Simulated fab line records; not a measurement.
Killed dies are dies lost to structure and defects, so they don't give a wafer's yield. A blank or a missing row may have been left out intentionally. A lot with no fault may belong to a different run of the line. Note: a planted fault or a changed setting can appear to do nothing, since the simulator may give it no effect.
Which tool was responsible? | flow n5 finfet | 22 wafers from 8 lots sampled at 6 of the route's 1938 steps

WHAT EACH GAUGE READ, for each wafer
N5_BEOL_M4_RC_MEAS_101.
lot  | measured     | on        | DIBL_N (mV/V)
L413 | day 9 05:26  | prober-01 | 35.0 38.3 39.0
L415 | day 11 04:26 | prober-02 | 32.7 35.9 36.7
L416 | day 10 23:41 | prober-02 | 37.7 38.0 34.4
L418 | day 12 00:50 | prober-02 | 34.7 35.7 35.7
L420 | day 12 12:19 | prober-01 | 32.5 35.8 33.1
L428 | day 14 04:01 | prober-01 | 35.8 34.4
L430 | day 15 03:34 | prober-02 | 39.3 36.8
L435 | day 15 11:02 | prober-02 | 36.1 35.9 37.9

EACH LOT AND THE TOOL THAT RAN IT (in order: tool; ch and the chambers of the sampled wafers; start)
lot  | N5_FIN_SAQP_HM_OPEN_73            | N5_FIN_SAQP_MANDREL_ETCH_22     | N5_FIN_SAQP_ETCH_57               | N5_FIN_SAQP_ETCH_67               | N5_FIN_SAQP_STRIP_70
L413 | rie diel-05 ch 1,2,3, day 2 03:28 | rie si-01 ch 1,2,3, day 2 03:33 | rie diel-01 ch 0,2, day 2 05:22   | rie diel-01 ch 0,2, day 2 06:15   | rie diel-01 ch 0,2, day 2 06:19
L415 | rie diel-05 ch 1,2,3, day 2 17:11 | rie si-05 ch 2,3, day 2 17:15   | rie diel-01 ch 1,2,3, day 2 19:04 | rie diel-05 ch 1,2,3, day 2 19:51 | rie diel-05 ch 1,2,3, day 2 19:53
L416 | rie diel-05 ch 1,2, day 2 22:07   | rie si-05 ch 0,1,2, day 2 22:12 | rie diel-03 ch 0,2,3, day 3 00:42 | rie diel-05 ch 0,2,3, day 3 01:28 | rie diel-05 ch 0,2,3, day 3 01:30
L418 | rie diel-05 ch 1,2, day 3 09:32   | rie si-03 ch 1,2, day 3 09:37   | rie diel-01 ch 1,3, day 3 11:23   | rie diel-03 ch 0,2, day 3 12:07   | rie diel-03 ch 0,2, day 3 12:10
L420 | rie diel-05 ch 0,1,3, day 3 23:00 | rie si-01 ch 0,1,3, day 3 23:05 | rie diel-01 ch 1,2,3, day 4 01:09 | rie diel-03 ch 1,2,3, day 4 01:53 | rie diel-03 ch 1,2,3, day 4 01:55
L428 | rie diel-05 ch 0,3, day 5 22:44   | rie si-01 ch 1,3, day 5 22:49   | rie diel-05 ch 0,2, day 6 01:05   | rie diel-01 ch 0,3, day 6 01:52   | rie diel-01 ch 0,3, day 6 01:55
L430 | rie diel-03 ch 1,3, day 6 10:56   | rie si-01 ch 2, day 6 11:01     | rie diel-05 ch 0,2, day 6 12:53   | rie diel-05 ch 0,3, day 6 13:37   | rie diel-05 ch 0,3, day 6 13:40
L435 | rie diel-05 ch 1,2, day 7 16:52   | rie si-05 ch 0,2,3, day 7 16:56 | rie diel-05 ch 0,2, day 7 18:46   | rie diel-03 ch 0,1, day 7 19:31   | rie diel-03 ch 0,1, day 7 19:34
- N5_FIN_SAQP_HM_OPEN_73: chemistry CHF3/O2, target SiO2, stops on a-Si, target depth 12 nm, time 16.8 s.
- N5_FIN_SAQP_MANDREL_ETCH_22: etches a-Si in HBr/Cl2, stops on SiNx, target depth 60 nm, bt time 10 s, time 30 s.
- N5_FIN_SAQP_ETCH_57: etches SiNx in CH3F/O2, target depth 32.5 nm, time 46.4 s.
- N5_FIN_SAQP_ETCH_67: etches SiNx in CH3F/O2, target depth 30 nm.
- N5_FIN_SAQP_STRIP_70: strips in N2/H2.

THE ANSWER, worked out from the rows above alone
Rule: the usual values come from the lots themselves. The widest of any qualifying gaps counts: lots, ordered by their means at a reading, are off when they make up no more than a third of the lots, leave a main group of 4 or more, and stand apart from it by 3 or more times the standard deviation of that group's means. Not used: any main group whose means are identical at the precision the tables above print for the reading. A lot without any number at a reading at which 4 lots or more have one is off too. Any other lot the step has rows for is counted as sound.
Nothing can be told from this: no lot is off at any reading shown.

WHAT THE SIMULATOR HAD INSERTED
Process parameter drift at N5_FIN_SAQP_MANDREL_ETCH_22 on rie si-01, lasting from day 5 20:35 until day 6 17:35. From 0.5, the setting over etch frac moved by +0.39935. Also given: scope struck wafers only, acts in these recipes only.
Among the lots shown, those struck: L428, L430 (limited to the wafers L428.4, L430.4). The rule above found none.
